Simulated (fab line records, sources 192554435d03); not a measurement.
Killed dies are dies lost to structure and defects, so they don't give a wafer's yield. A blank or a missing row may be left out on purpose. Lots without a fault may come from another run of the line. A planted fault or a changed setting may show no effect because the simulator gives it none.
Which tool did it? | flow n5_finfet | 24 lots, 72 wafers sampled, at 5 steps of a route of 1938

WHAT THE GAUGES READ, wafer by wafer
N5_BEOL_M2_THK_MEAS_53: measures by xrf.
lot  | measured     | on            | M2_THK (nm)
L075 | day 7 14:45  | film_metro-01 | 41.5 39.3 39.4
L074 | day 7 16:35  | film_metro-01 | 41.7 41.2 40.6
L076 | day 7 21:15  | film_metro-02 | 41.9 40.2 40.6
L077 | day 8 04:10  | film_metro-02 | 38.6 37.3 38.1
L078 | day 7 23:17  | film_metro-01 | 39.4 40.1 39.6
L079 | day 8 10:58  | film_metro-02 | 43.4 41.0 41.4
L080 | day 8 12:52  | film_metro-01 | 38.4 40.9 41.1
L081 | day 8 12:55  | film_metro-02 | 40.7 41.6 41.0
L082 | day 8 20:23  | film_metro-02 | 44.9 44.9 40.6
L083 | day 9 12:31  | film_metro-02 | 43.3 43.4 40.9
L084 | day 10 13:59 | film_metro-01 | 38.2 40.3 39.4
L085 | day 11 00:07 | film_metro-02 | 39.9 42.2 44.3
L086 | day 11 00:24 | film_metro-01 | 40.8 42.4 39.3
L088 | day 11 06:25 | film_metro-01 | 42.2 40.1 43.1
L087 | day 11 06:59 | film_metro-02 | 40.5 39.3 42.6
L089 | day 11 15:50 | film_metro-02 | 40.6 43.9 42.4
L090 | day 11 18:35 | film_metro-02 | 41.3 41.1 41.2
L091 | day 11 18:52 | film_metro-02 | 41.9 45.0 39.5
L093 | day 11 22:34 | film_metro-02 | 40.1 37.6 40.1
L095 | day 12 07:47 | film_metro-01 | 45.3 42.3 38.6
L092 | day 12 04:22 | film_metro-01 | 39.9 40.9 40.0
L094 | day 12 15:08 | film_metro-02 | 41.3 41.8 41.2
L096 | day 13 01:02 | film_metro-01 | 41.0 42.3 43.0
L097 | day 13 13:19 | film_metro-01 | 42.8 43.7 40.0

WHICH TOOL RAN EACH LOT (tool, then ch and the chambers of the sampled wafers, then the start)
lot  | N5_BEOL_M2_ETCH_63                 | N5_BEOL_M2_STRIP_66                | N5_BEOL_M2_ALD_98                 | N5_BEOL_M2_VIA_ETCH_34
L075 | rie_diel-01 ch 0,1,2, day 7 09:10  | rie_diel-01 ch 0,1,2, day 7 09:20  | ald_sin-04 ch 2,3, day 7 10:15    | rie_diel-04 ch 1,2, day 7 10:31
L074 | rie_diel-04 ch 0,2, day 7 09:28    | rie_diel-04 ch 0,2, day 7 09:38    | ald_sin-04 ch 1,2,3, day 7 10:34  | rie_diel-04 ch 1,2, day 7 11:01
L076 | rie_diel-01 ch 0,2,3, day 7 10:44  | rie_diel-01 ch 0,2,3, day 7 10:53  | ald_sin-04 ch 0,1,3, day 7 12:14  | rie_diel-04 ch 0,3, day 7 17:28
L077 | rie_diel-03 ch 1,2,3, day 7 11:38  | rie_diel-03 ch 1,2,3, day 7 11:48  | ald_sin-04 ch 0,2,3, day 7 12:52  | rie_diel-03 ch 0,3, day 8 00:18
L078 | rie_diel-03 ch 0,1, day 7 17:14    | rie_diel-03 ch 0,1, day 7 17:24    | ald_sin-04 ch 1,3, day 7 18:14    | rie_diel-01 ch 0,2, day 7 18:36
L079 | rie_diel-03 ch 0,3, day 8 02:01    | rie_diel-03 ch 0,3, day 8 02:11    | ald_sin-04 ch 0,1,3, day 8 03:17  | rie_diel-03 ch 0,1,2, day 8 06:44
L080 | rie_diel-04 ch 1,3, day 8 04:11    | rie_diel-04 ch 1,3, day 8 04:20    | ald_sin-02 ch 0,3, day 8 05:16    | rie_diel-04 ch 1,2, day 8 07:34
L081 | rie_diel-04 ch 1,3, day 8 05:21    | rie_diel-04 ch 1,3, day 8 05:31    | ald_sin-03 ch 0,1,2, day 8 06:19  | rie_diel-01 ch 0,3, day 8 07:34
L082 | rie_diel-01 ch 2,3, day 8 09:10    | rie_diel-01 ch 2,3, day 8 09:20    | ald_sin-03 ch 1,2,3, day 8 10:13  | rie_diel-01 ch 0,1,2, day 8 16:07
L083 | rie_diel-01 ch 1,3, day 8 21:08    | rie_diel-01 ch 1,3, day 8 21:17    | ald_sin-03 ch 2,3, day 8 22:18    | rie_diel-01 ch 1,2,3, day 9 07:53
L084 | rie_diel-04 ch 1,3, day 9 05:47    | rie_diel-04 ch 1,3, day 9 05:57    | ald_sin-02 ch 0,2,3, day 9 07:17  | rie_diel-03 ch 0,1,2, day 10 10:07
L085 | rie_diel-01 ch 1,2,3, day 9 12:40  | rie_diel-01 ch 1,2,3, day 9 12:49  | ald_sin-02 ch 0,2, day 9 13:44    | rie_diel-04 ch 1,2,3, day 10 20:01
L086 | rie_diel-01 ch 0,3, day 9 19:44    | rie_diel-01 ch 0,3, day 9 19:53    | ald_sin-02 ch 0,1,2, day 9 20:55  | rie_diel-01 ch 0,1,3, day 10 20:14
L088 | rie_diel-03 ch 0,2,3, day 10 16:08 | rie_diel-03 ch 0,2,3, day 10 16:17 | ald_sin-03 ch 1,2, day 10 17:27   | rie_diel-04 ch 0,1,3, day 11 01:26
L087 | rie_diel-04 ch 0,2,3, day 11 01:05 | rie_diel-04 ch 0,2,3, day 11 01:15 | ald_sin-03 ch 0,1, day 11 02:14   | rie_diel-03 ch 1,2,3, day 11 03:04
L089 | rie_diel-03 ch 0,1,2, day 11 07:05 | rie_diel-03 ch 0,1,2, day 11 07:15 | ald_sin-02 ch 1,2,3, day 11 08:05 | rie_diel-04 ch 0,2,3, day 11 10:26
L090 | rie_diel-04 ch 0,1,3, day 11 07:08 | rie_diel-04 ch 0,1,3, day 11 07:18 | ald_sin-04 ch 0,2,3, day 11 08:20 | rie_diel-01 ch 0,1,3, day 11 14:42
L091 | rie_diel-01 ch 0,1, day 11 10:39   | rie_diel-01 ch 0,1, day 11 10:49   | ald_sin-04 ch 0,1,2, day 11 11:46 | rie_diel-04 ch 0,2,3, day 11 14:41
L093 | rie_diel-03 ch 1,3, day 11 15:46   | rie_diel-03 ch 1,3, day 11 15:56   | ald_sin-02 ch 1,2, day 11 17:14   | rie_diel-03 ch 1,3, day 11 18:13
L095 | rie_diel-04 ch 1,3, day 11 16:20   | rie_diel-04 ch 1,3, day 11 16:30   | ald_sin-03 ch 2,3, day 11 17:23   | rie_diel-03 ch 0,1,3, day 12 02:56
L092 | rie_diel-04 ch 0,1,3, day 11 18:53 | rie_diel-04 ch 0,1,3, day 11 19:03 | ald_sin-04 ch 0,2,3, day 11 20:43 | rie_diel-01 ch 0,1,2, day 11 21:25
L094 | rie_diel-04 ch 1,2,3, day 12 04:37 | rie_diel-04 ch 1,2,3, day 12 04:46 | ald_sin-03 ch 0,1,3, day 12 06:18 | rie_diel-01 ch 0,1,3, day 12 11:01
L096 | rie_diel-01 ch 0,1,3, day 12 11:31 | rie_diel-01 ch 0,1,3, day 12 11:41 | ald_sin-04 ch 0,1,3, day 12 12:47 | rie_diel-01 ch 1,2,3, day 12 20:50
L097 | rie_diel-03 ch 0,1,2, day 12 18:04 | rie_diel-03 ch 0,1,2, day 12 18:13 | ald_sin-04 ch 0,2,3, day 12 19:13 | rie_diel-01 ch 0,2,3, day 13 09:34
- N5_BEOL_M2_ETCH_63: etches SiARC in CF4, target depth 15.6 nm, time 26 s.
- N5_BEOL_M2_STRIP_66: strips in CF4.
- N5_BEOL_M2_ALD_98: deposits SiO2, target thk 2.5 nm, pulse time 1 s, co reactant pulse time 1 s.
- N5_BEOL_M2_VIA_ETCH_34: etches the open film in C4F6/O2, target depth 69.4 nm, time 65.9 s.

WHAT THE TOOLS THEMSELVES READ (means of the sampled wafers that have a number; where no wafer has one, the mark that the record gives instead)
N5_BEOL_M2_ETCH_63.
lot  | tool        | drypump_motor_current_A (A) | etch_rf_on_time_s (s) | oes_product_au (a.u.) | rf_vpp_V (V) | showerhead_plenum_p_Torr (Torr) | throttle_valve_pct (%)
L075 | rie_diel-01 | 5.6                         | 26.1                  | 0.66                  | 183.8        | 2.12                            | 15.71
L074 | rie_diel-04 | 5.3                         | 26.6                  | 0.66                  | 183.8        | 2.14                            | 15.51
L076 | rie_diel-01 | 5.5                         | 25.9                  | 0.73                  | 183.6        | 2.12                            | 15.53
L077 | rie_diel-03 | 5.5                         | 25.6                  | 0.71                  | 184.7        | 2.19                            | 15.42
L078 | rie_diel-03 | 5.4                         | 25.9                  | 0.70                  | 184.0        | 2.14                            | 15.46
L079 | rie_diel-03 | 5.4                         | 26.5                  | 0.66                  | 182.9        | 2.13                            | 15.56
L080 | rie_diel-04 | 6.3                         | 25.3                  | 0.77                  | 184.5        | 2.16                            | 15.72
L081 | rie_diel-04 | 6.1                         | 25.3                  | 0.80                  | 184.0        | 2.21                            | 15.63
L082 | rie_diel-01 | 5.6                         | 25.7                  | 0.66                  | 182.9        | 2.08                            | 15.69
L083 | rie_diel-01 | 5.0                         | 24.9                  | 0.79                  | 184.6        | 2.19                            | 15.38
L084 | rie_diel-04 | 6.1                         | 25.4                  | 0.77                  | 185.2        | 2.21                            | 15.64
L085 | rie_diel-01 | 5.3                         | 25.5                  | 0.72                  | 183.4        | 2.14                            | 15.55
L086 | rie_diel-01 | 5.3                         | 25.5                  | 0.75                  | 184.2        | 2.13                            | 15.45
L088 | rie_diel-03 | 5.5                         | 26.3                  | 0.64                  | 184.2        | 2.12                            | 15.62
L087 | rie_diel-04 | 5.5                         | 25.8                  | 0.74                  | 184.3        | 2.18                            | 15.47
L089 | rie_diel-03 | 5.4                         | 25.6                  | 0.67                  | 183.4        | 2.12                            | 15.52
L090 | rie_diel-04 | 5.8                         | 25.5                  | 0.76                  | 183.5        | 2.16                            | 15.66
L091 | rie_diel-01 | 5.3                         | 25.6                  | 0.74                  | 184.9        | 2.16                            | 15.46
L093 | rie_diel-03 | 5.4                         | 25.7                  | 0.71                  | 185.2        | 2.25                            | 15.32
L095 | rie_diel-04 | 6.3                         | 25.0                  | 0.74                  | 184.1        | 2.15                            | 15.78
L092 | rie_diel-04 | 5.8                         | 25.1                  | 0.75                  | 184.2        | 2.15                            | 15.66
L094 | rie_diel-04 | 5.9                         | 26.0                  | 0.71                  | 184.5        | 2.17                            | 15.61
L096 | rie_diel-01 | 5.2                         | 25.6                  | 0.73                  | 183.7        | 2.15                            | 15.47
L097 | rie_diel-03 | 5.4                         | 26.0                  | 0.66                  | 183.2        | 2.12                            | 15.55

N5_BEOL_M2_STRIP_66.
lot  | tool        | drypump_motor_current_A (A) | oes_product_au (a.u.) | rf_vpp_V (V) | showerhead_plenum_p_Torr (Torr) | throttle_valve_pct (%)
L075 | rie_diel-01 | 5.5                         | 0.77                  | 270.0        | 1.78                            | 13.68
L074 | rie_diel-04 | 5.3                         | 0.77                  | 270.5        | 1.79                            | 13.48
L076 | rie_diel-01 | 5.5                         | 0.84                  | 270.5        | 1.77                            | 13.51
L077 | rie_diel-03 | 5.4                         | 0.81                  | 271.8        | 1.84                            | 13.38
L078 | rie_diel-03 | 5.3                         | 0.81                  | 271.6        | 1.79                            | 13.41
L079 | rie_diel-03 | 5.4                         | 0.77                  | 270.7        | 1.78                            | 13.57
L080 | rie_diel-04 | 6.3                         | 0.89                  | 271.8        | 1.82                            | 13.66
L081 | rie_diel-04 | 6.1                         | 0.91                  | 273.4        | 1.86                            | 13.56
L082 | rie_diel-01 | 5.6                         | 0.75                  | 269.0        | 1.74                            | 13.68
L083 | rie_diel-01 | 5.0                         | 0.90                  | 270.9        | 1.84                            | 13.34
L084 | rie_diel-04 | 6.0                         | 0.88                  | 271.4        | 1.86                            | 13.59
L085 | rie_diel-01 | 5.4                         | 0.81                  | 270.1        | 1.79                            | 13.53
L086 | rie_diel-01 | 5.3                         | 0.86                  | 270.6        | 1.79                            | 13.39
L088 | rie_diel-03 | 5.5                         | 0.75                  | 271.1        | 1.78                            | 13.59
L087 | rie_diel-04 | 5.5                         | 0.86                  | 272.0        | 1.82                            | 13.40
L089 | rie_diel-03 | 5.4                         | 0.78                  | 271.4        | 1.77                            | 13.47
L090 | rie_diel-04 | 5.8                         | 0.87                  | 271.6        | 1.81                            | 13.59
L091 | rie_diel-01 | 5.3                         | 0.86                  | 271.7        | 1.81                            | 13.40
L093 | rie_diel-03 | 5.4                         | 0.82                  | 273.2        | 1.88                            | 13.28
L095 | rie_diel-04 | 6.3                         | 0.84                  | 270.9        | 1.81                            | 13.72
L092 | rie_diel-04 | 5.8                         | 0.86                  | 271.0        | 1.81                            | 13.59
L094 | rie_diel-04 | 5.9                         | 0.82                  | 272.0        | 1.82                            | 13.56
L096 | rie_diel-01 | 5.2                         | 0.83                  | 272.1        | 1.81                            | 13.43
L097 | rie_diel-03 | 5.4                         | 0.77                  | 270.2        | 1.77                            | 13.50

N5_BEOL_M2_ALD_98.
lot  | tool       | heater_power_w (W) | precursor_pulse_height_rel
L075 | ald_sin-04 | 78                 | 1.009
L074 | ald_sin-04 | 81                 | 1.010
L076 | ald_sin-04 | 82                 | 1.009
L077 | ald_sin-04 | 79                 | 1.012
L078 | ald_sin-04 | 84                 | 1.011
L079 | ald_sin-04 | 81                 | 1.012
L080 | ald_sin-02 | 74                 | 0.986
L081 | ald_sin-03 | 79                 | 1.007
L082 | ald_sin-03 | 75                 | 0.988
L083 | ald_sin-03 | 78                 | 0.989
L084 | ald_sin-02 | 85                 | 0.998
L085 | ald_sin-02 | 89                 | 0.998
L086 | ald_sin-02 | 85                 | 0.999
L088 | ald_sin-03 | 77                 | 0.989
L087 | ald_sin-03 | 75                 | 0.994
L089 | ald_sin-02 | 83                 | 0.999
L090 | ald_sin-04 | 79                 | 1.030
L091 | ald_sin-04 | 78                 | 0.984
L093 | ald_sin-02 | 83                 | 1.016
L095 | ald_sin-03 | 78                 | 1.004
L092 | ald_sin-04 | 77                 | 0.991
L094 | ald_sin-03 | 77                 | 0.998
L096 | ald_sin-04 | 81                 | 1.007
L097 | ald_sin-04 | 79                 | 1.013

N5_BEOL_M2_VIA_ETCH_34.
lot  | tool        | drypump_motor_current_A (A) | oes_product_au (a.u.) | rf_vpp_V (V) | showerhead_plenum_p_Torr (Torr) | throttle_valve_pct (%)
L075 | rie_diel-04 | 5.8                         | 0.84                  | 666          | 2.85                            | 30.80
L074 | rie_diel-04 | 5.8                         | 0.84                  | 667          | 2.85                            | 30.78
L076 | rie_diel-04 | 5.3                         | 0.78                  | 659          | 2.88                            | 30.98
L077 | rie_diel-03 | 5.4                         | 0.79                  | 664          | 2.89                            | 30.50
L078 | rie_diel-01 | 5.8                         | 0.77                  | 652          | 2.73                            | 30.75
L079 | rie_diel-03 | 5.4                         | 0.81                  | 668          | 2.83                            | 30.70
L080 | rie_diel-04 | 5.8                         | 0.83                  | 667          | 2.84                            | 30.79
L081 | rie_diel-01 | 5.1                         | 0.92                  | 664          | 2.86                            | 30.57
L082 | rie_diel-01 | 5.6                         | 0.85                  | 660          | 2.80                            | 30.71
L083 | rie_diel-01 | 5.4                         | 0.83                  | 655          | 2.83                            | 30.58
L084 | rie_diel-03 | 5.5                         | 0.80                  | 668          | 2.83                            | 30.73
L085 | rie_diel-04 | 5.9                         | 0.85                  | 664          | 2.88                            | 30.87
L086 | rie_diel-01 | 5.2                         | 0.88                  | 665          | 2.86                            | 30.63
L088 | rie_diel-04 | 5.8                         | 0.89                  | 663          | 2.86                            | 30.98
L087 | rie_diel-03 | 5.5                         | 0.79                  | 656          | 2.90                            | 30.63
L089 | rie_diel-04 | 5.5                         | 0.86                  | 660          | 2.89                            | 30.75
L090 | rie_diel-01 | 5.2                         | 0.86                  | 665          | 2.86                            | 30.64
L091 | rie_diel-04 | 5.5                         | 0.86                  | 659          | 2.89                            | 30.75
L093 | rie_diel-03 | 5.4                         | 0.83                  | 661          | 2.99                            | 30.53
L095 | rie_diel-03 | 5.4                         | 0.79                  | 667          | 2.90                            | 30.58
L092 | rie_diel-01 | 5.6                         | 0.89                  | 663          | 2.90                            | 30.81
L094 | rie_diel-01 | 5.2                         | 0.85                  | 664          | 2.85                            | 30.64
L096 | rie_diel-01 | 5.4                         | 0.88                  | 659          | 2.93                            | 30.68
L097 | rie_diel-01 | 5.5                         | 0.86                  | 661          | 2.89                            | 30.76

THE ANSWER, worked out from the rows above alone
Rule: what is usual is taken from the lots themselves. Put in order of their means at a reading, lots are off if they are a third of the lots or fewer, leave a main group of 4 or more, and stand apart from it by a gap of 3 or more times the standard deviation of the main group's means; of several such gaps the widest counts. A main group whose means are all the same, to the digits that the tables above print for the reading, isn't used. A lot without any number at a reading at which 4 lots or more have one is off too. The other lots that the step has rows for count as sound. The gauges are gone through in route order, then the tools' own readings, and for those a lot's mean is taken as printed above. The first step at which some lot is off is used, and at that step the reading that is off furthest; a lot without a number counts as furthest.
No lot is off at any reading shown: from this, nothing can be told.

WHAT THE SIMULATOR HAD PUT IN
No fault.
